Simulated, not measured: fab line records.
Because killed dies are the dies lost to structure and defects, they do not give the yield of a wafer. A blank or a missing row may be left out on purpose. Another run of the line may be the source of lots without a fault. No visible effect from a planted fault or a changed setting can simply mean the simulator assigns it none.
2 desks looking at one fault	flow n5Finfet	each desk has only its own numbers; what lay behind them comes last

## TOOL OWNER'S DESK, rieDiel-05
The tool's own readings at N5_DUMMY_GATE_ETCH_37 (etches SOC in N2/H2, target depth 60 nm, overetch 30 nm): means of the sampled wafers that have a number, for each lot that ran on this tool. The brackets show how far a lot's mean lies from the usual mean; more than 4 standard deviations puts the lot out of limits, marked OUT.
Columns: A = drypumpMotorCurrentA at N5_DUMMY_GATE_ETCH_37, usual 5.5 A; B = oesProductAu at N5_DUMMY_GATE_ETCH_37, usual 0.60 a.u.; C = rfVppV at N5_DUMMY_GATE_ETCH_37, usual 524.5 V; D = showerheadPlenumPTorr at N5_DUMMY_GATE_ETCH_37, usual 2.56 Torr; E = throttleValvePct at N5_DUMMY_GATE_ETCH_37, usual 17.85 %
lot	first seen here	A	B	C	D	E
L279	day 2 23:48	5.5	0.61	523.9	2.55	17.75
L284	day 4 04:16	5.6	0.60	524.3	2.55	17.87
L294	day 6 20:05	5.8	0.59	525.2	2.59	17.95
This desk's verdict: no lot among the 3 shows anything out of limits.

## THE METROLOGY DESK
Lot by lot, what the gauges showed, no matter which tool ran the lot: averages of those sampled wafers that carry a number. The brackets show how far a lot's mean lies from the usual mean; more than 4 standard deviations puts the lot out of limits, marked OUT. Readings shown: 7 of its 15, picked as those furthest out on some lot.
Columns: A = cdNm at N5_DUMMY_GATE_CD_MEAS_50, usual 14.2 nm; B = DIBL_N at N5_BEOL_M4_RC_MEAS_101, usual 36.2 mV/V; C = IOFF_N at N5_BEOL_M4_RC_MEAS_101, usual 0.16 nA/um; D = IOFF_N_85C at N5_BEOL_M4_RC_MEAS_101, usual 3.1 nA/um; E = IOFF_N_LIN at N5_BEOL_M4_RC_MEAS_101, usual 0.073 nA/um; F = SS_P at N5_BEOL_M4_RC_MEAS_101, usual 73.2 mV/dec; G = VT_N at N5_BEOL_M4_RC_MEAS_101, usual 250 mV
lot	first seen here	A	B	C	D	E	F	G
L279	day 2 13:56	14.2	36.1	0.14	2.8	0.066	72.9	252
L282	day 3 07:17	14.5	36.9	0.17	3.2	0.078	73.5	247
L284	day 3 19:16	14.1	36.0	0.16	3.1	0.071	72.7	249
L286	day 4 07:13	14.3	34.4	0.14	2.8	0.065	72.9	254
L290	day 5 08:55	13.8	36.0	0.16	3.1	0.075	73.3	249
L294	day 6 10:41	13.2	40.4	0.28	4.9	0.108	74.8	242
L299	day 7 16:18	14.1	38.8	0.17	3.4	0.074	73.0	249
L300	day 7 22:35	14.2	35.6	0.15	2.9	0.068	73.1	252
L301	day 8 02:45	14.5	34.7	0.13	2.6	0.064	72.3	254
This desk's verdict: no lot among the 9 shows anything out of limits.

## PUT TOGETHER
The tool owner's desk saw nothing out of limits.
The metrology desk saw nothing out of limits.

## WHAT HAD BEEN PUT IN BY THE SIMULATOR
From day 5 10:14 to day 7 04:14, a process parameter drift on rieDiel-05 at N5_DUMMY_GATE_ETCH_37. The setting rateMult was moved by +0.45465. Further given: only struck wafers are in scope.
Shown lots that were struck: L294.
